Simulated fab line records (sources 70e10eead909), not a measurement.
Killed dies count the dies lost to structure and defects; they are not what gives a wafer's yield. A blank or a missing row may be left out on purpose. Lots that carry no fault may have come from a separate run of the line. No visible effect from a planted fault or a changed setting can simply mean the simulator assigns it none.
Which of the tools did it?	flow nand-harc	12 lots, 36 wafers sampled, at 3 steps of a route of 1302

== WHAT THE GAUGES READ, wafer by wafer ==
NHARC_P_M1_INSPECT_27.
lot	measured	on	raw-defect-count
L075	day 6 20:10	defect-inspect-01	332 257 239
L077	day 7 12:11	defect-inspect-01	255 627 466
L078	day 8 10:05	defect-inspect-02	375 417 303
L081	day 9 09:01	defect-inspect-01	125 194 197
L083	day 10 01:35	defect-inspect-01	220 177 244
L085	day 11 03:17	defect-inspect-01	290 371 490
L087	day 11 16:44	defect-inspect-01	174 189 394
L089	day 12 10:28	defect-inspect-01	130 431 182
L091	day 13 09:15	defect-inspect-01	358 487 324
L093	day 14 07:35	defect-inspect-01	167 161 186
L095	day 15 11:38	defect-inspect-02	171 291 254
L097	day 16 01:58	defect-inspect-02	189 370 194

== TOOL THAT RAN EACH LOT (tool first, then ch and the chambers of the sampled wafers, then the start) ==
lot	NHARC_P_M1_STRIP_18	NHARC_P_M1_DEGAS_29
L075	rie-diel-10 ch 1,2,3, day 6 18:00	pvd-sputter-03, day 6 18:37
L077	rie-diel-09 ch 0,1,3, day 7 10:00	pvd-sputter-01, day 7 10:38
L078	rie-diel-10 ch 0,1, day 8 07:41	pvd-sputter-01, day 8 08:32
L081	rie-diel-09 ch 1,2,3, day 9 06:48	pvd-sputter-03, day 9 07:26
L083	rie-diel-10 ch 0,2,3, day 9 23:24	pvd-sputter-03, day 10 00:01
L085	rie-diel-09 ch 0,1,3, day 11 00:50	pvd-sputter-03, day 11 01:27
L087	rie-diel-06 ch 0,2, day 11 14:33	pvd-sputter-02, day 11 15:10
L089	rie-diel-10 ch 1,2,3, day 12 08:20	pvd-sputter-03, day 12 08:55
L091	rie-diel-06 ch 0,1, day 13 07:04	pvd-sputter-03, day 13 07:41
L093	rie-diel-10 ch 1,3, day 14 05:23	pvd-sputter-02, day 14 06:02
L095	rie-diel-09 ch 0,1,2, day 15 09:25	pvd-sputter-01, day 15 10:03
L097	rie-diel-10 ch 2,3, day 15 23:28	pvd-sputter-01, day 16 00:07
- NHARC_P_M1_STRIP_18: strips in N2/H2.
- NHARC_P_M1_DEGAS_29: time 60 s.

== THE ANSWER, worked out from the rows above alone ==
Rule: the usual values come from the lots themselves. Put in order of their means at a reading, lots are off if they are a third of the lots or fewer, leave a main group of 4 or more, and stand apart from it by a gap of 3 or more times the standard deviation of the main group's means; of several such gaps the widest counts. A main group is skipped when, at the precision printed for the reading in the tables above, its means are all equal. Also off: a lot with no number at a reading for which 4 or more lots have one. Any other lot the step has rows for is counted as sound.
No lot is off at any reading shown: from this, nothing can be told.

== WHAT THE SIMULATOR PUT IN ==
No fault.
